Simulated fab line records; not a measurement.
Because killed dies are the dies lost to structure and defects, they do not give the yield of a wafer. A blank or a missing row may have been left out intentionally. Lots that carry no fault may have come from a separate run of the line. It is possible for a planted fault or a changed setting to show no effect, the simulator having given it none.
A lot that was struck, set against a sound lot + flow n5 finfet + 14 out of 1938 route steps
Sound: these wafers, L388.2, L388.4, L388.5. Struck: wafers L387.1, L387.6 (left out: L387.3, a lot-mate that was not struck); the cause follows at the end.
Per side, at each step with rows, come the tool, then ch with its chambers, and then its first start. Under that, the readings that differ: sound wafers + struck wafers + difference of the means + sigmas: that difference in standard deviations of wafers without a fault.
alike: words and numbers the same on both sides, and readings whose means are apart by under 2 such deviations; not compared: readings that were withheld, readings missing a value for some wafer, numbers with overlapping values and no deviation given by the record, and bounds like >300 which may hide the same value.
A row with sigmas, a row that says differs or no value, or rows on one side alone: a step with any of these is where the two part. When numbers do not overlap yet have no deviation, they are printed without sigmas and do not part them. Lack of a reading on every wafer of one side parts them only where that side has two or more wafers.

first, 1 step without rows for these wafers: N5_BEOL_M7_CURE_75 (cures SiCOH lowk, time 120 s).
N5_BEOL_M7_DEGAS_44: time 60 s.
  struck on pvd sputter-03, day 12 23:27; sound on pvd sputter-02, day 12 15:39
  alike: heater power w
then, 2 steps without rows for these wafers: N5_BEOL_M7_PRE_CLEAN_45 (time 30 s); N5_BEOL_M7_ALD_77 (deposits TaN, target thk 2 nm, pulse time 2 s, purge time 3 s).
N5_BEOL_M7_SURFACE_TREAT_79:
  struck on pvd sputter-03, day 12 23:50; sound on pvd sputter-01, day 12 16:09
  not compared: throttle valve pct
then, 1 step without rows for these wafers: N5_BEOL_M7_CVD_78 (deposits Co from CCTBA/H2, target thk 2 nm, time 142.3 s).
N5_BEOL_M7_SPUTTER_48: material Cu, target thk 10 nm, time 1.667 s.
  struck on pvd sputter-03, day 13 00:20; sound on pvd sputter-01, day 12 16:31
  alike: bias v, substrate temp c, throttle valve pct
then, 1 step without rows for these wafers: N5_BEOL_M7_ECD_50 (material Cu, target thk 300 nm).
N5_BEOL_M7_ANNEAL_51: time 90 s.
  sound on rtp anneal-02 ch 0, day 12 16:46; struck on rtp anneal-01 ch 0, day 13 00:34
  alike: anneal temp c, wafer_temp_C_max
N5_BEOL_M7_CMP_52: polishes, stops on SiCOH lowk, t overpolish 6.9 s, target thk 80 nm.
  sound on cmp-01 ch 0,3, day 12 17:04; struck on cmp-01 ch 0,3, day 13 00:52
  alike: barrier field endpoint s, motor current A, overpolish run s, slurry filter dp kPa, time to endpoint s
  not compared: pad life wafers
N5_BEOL_M7_THK_MEAS_53: measures by xrf.
  struck on film metro-02, day 13 01:10; sound on film metro-01, day 12 17:19
  alike: M7_THK
then, 1 step without rows for these wafers: N5_BEOL_M7_PRE_CLEAN_55 (time 15 s).
N5_BEOL_M7_DEP_56: deposits SiCN from 3MS/NH3, target thk 10 nm, time 17.5 s.
  sound on pecvd-03 ch 0,1,2, day 12 17:23; struck on pecvd-03 ch 0,1, day 13 01:14
| reading                                  | sound      | struck    | difference | sigmas |
|------------------------------------------|------------|-----------|------------|--------|
| model.SiCN_of_BEOL_M7_DEP_56.thk nm (nm) | 10.2 10 10 | 10.4 10.6 | +0.4       |        |
  alike: showerhead plenum p Torr, throttle valve pct
N5_BEOL_M7_RS_MEAS_57: uses a four-point probe to measure.
  struck on film metro-01, day 13 01:18; sound on film metro-02, day 12 17:27
  alike: M7_RS

## WHERE THEY PART
Nowhere in this record.

WHY: whatever the simulator had introduced
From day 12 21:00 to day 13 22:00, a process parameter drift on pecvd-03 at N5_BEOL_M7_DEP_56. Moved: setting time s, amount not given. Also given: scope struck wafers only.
